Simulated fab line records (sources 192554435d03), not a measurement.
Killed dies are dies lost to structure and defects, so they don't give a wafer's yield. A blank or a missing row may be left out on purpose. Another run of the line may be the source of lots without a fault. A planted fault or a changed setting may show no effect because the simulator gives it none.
Split-lot experiment	flow n5-finfet	route with 1938 steps; 7 lots, 39 wafers read

THE SPLIT
At N5_GATE_CUT_ETCH_56 (etches TiN in Cl2/Ar, target depth 21.6 nm), the setting target-depth-a was moved away from the recipe's 216 angstrom on 9 of the 39 wafers read, by -56.5% to +17.0%. This setting was run at the recipe's value on the other wafers.

The split's own step is where the reading is taken.

THE READING
etch.depth-nm (the simulator's own value, which no gauge read), in nm, at N5_GATE_CUT_ETCH_56 (etches TiN in Cl2/Ar, target depth 21.6 nm). There is no usual value for it anywhere in the file. Average 21.727 nm, standard deviation 0.33 nm, over the 30 wafers here run with the recipe.

wafer	tool, chamber at the split	target-depth-a as run, angstrom	against the recipe	etch.depth-nm, nm	against lot-mates on the recipe
L083.1	rie-metal-03, 0	216	recipe	21.22	-
L083.2	rie-metal-03, 1	216	recipe	21.48	-
L083.3	rie-metal-03, 0	216	recipe	21.24	-
L083.4	rie-metal-03, 1	93.89	-56.5%	9.363	-11.950
L083.5	rie-metal-03, 0	93.89	-56.5%	9.217	-12.096
L083.6	rie-metal-03, 1	93.89	-56.5%	9.303	-12.010
L084.1	rie-metal-01, 0	216	recipe	22.02	-
L084.2	rie-metal-01, 1	216	recipe	22.19	-
L084.3	rie-metal-01, 0	216	recipe	22.05	-
L084.4	rie-metal-01, 1	216	recipe	22.09	-
L084.5	rie-metal-01, 1	216	recipe	22.22	-
L084.6	rie-metal-01, 0	216	recipe	21.95	-
L085.1	rie-metal-01, 0	216	recipe	21.87	-
L085.4	rie-metal-01, 0	216	recipe	22.06	-
L085.6	rie-metal-01, 0	216	recipe	21.96	-
L086.1	rie-metal-02, 0	216	recipe	21.32	-
L086.2	rie-metal-02, 1	216	recipe	21.76	-
L086.3	rie-metal-02, 0	216	recipe	21.17	-
L086.4	rie-metal-02, 1	216	recipe	21.62	-
L086.5	rie-metal-02, 1	216	recipe	21.59	-
L086.6	rie-metal-02, 0	216	recipe	21.53	-
L089.1	rie-metal-01, 1	216	recipe	22.22	-
L089.2	rie-metal-01, 0	121.3	-43.8%	12.4	-9.713
L089.3	rie-metal-01, 0	216	recipe	21.93	-
L089.4	rie-metal-01, 1	121.3	-43.8%	12.49	-9.623
L089.5	rie-metal-01, 1	216	recipe	22.19	-
L089.6	rie-metal-01, 0	121.3	-43.8%	12.47	-9.643
L091.1	rie-metal-02, 1	252.8	+17.0%	25.67	+3.963
L091.2	rie-metal-02, 0	252.8	+17.0%	25.34	+3.633
L091.3	rie-metal-02, 1	252.8	+17.0%	25.53	+3.823
L091.4	rie-metal-02, 0	216	recipe	21.69	-
L091.5	rie-metal-02, 0	216	recipe	21.54	-
L091.6	rie-metal-02, 1	216	recipe	21.89	-
L095.1	rie-metal-02, 1	216	recipe	21.79	-
L095.2	rie-metal-02, 0	216	recipe	21.41	-
L095.3	rie-metal-02, 1	216	recipe	21.81	-
L095.4	rie-metal-02, 0	216	recipe	21.34	-
L095.5	rie-metal-02, 1	216	recipe	21.5	-
L095.6	rie-metal-02, 0	216	recipe	21.17	-

THE FIT
A straight line over all 39 wafers: etch.depth-nm changes by +0.217 nm for each +1% of target-depth-a; r = +1.00; the points scatter about the line by 0.31 nm.
The same after taking each lot's own level away (the mean of its wafers on the recipe; 39 wafers): +0.216 nm for each +1%; r = +1.00; scatter 0.17 nm.
Per that fit: largest target-depth-a move, reading shift of 12 nm.
The lots' own levels span 21.3133 to 22.1133 nm, that is 2.4 times the standard deviation above.
Consequently the slope shifts little with the lot-to-lot level, the two slopes agreeing.
Check: -12.3 nm against its lot-mates is what the line predicts for one of the wafers moved furthest among these (-56.5%) when that wafer is left out of the fit. Against them it came out at -12 nm.

THE OTHER SPLITS THESE WAFERS WENT THROUGH
Other splits were also applied to these wafers ahead of the reading. Each is held against what the fit with the lots' levels taken away leaves over:
other split on the same wafers	wafers away from the commonest value	r with etch.depth-nm (lot level and that fit taken away)
N5_DUMMY_GATE_DESCUM_20 time-s	15	+0.05

FILE'S OWN FIT
etch.depth-nm changes by +0.216 nm for each +1% of target-depth-a, r = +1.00.
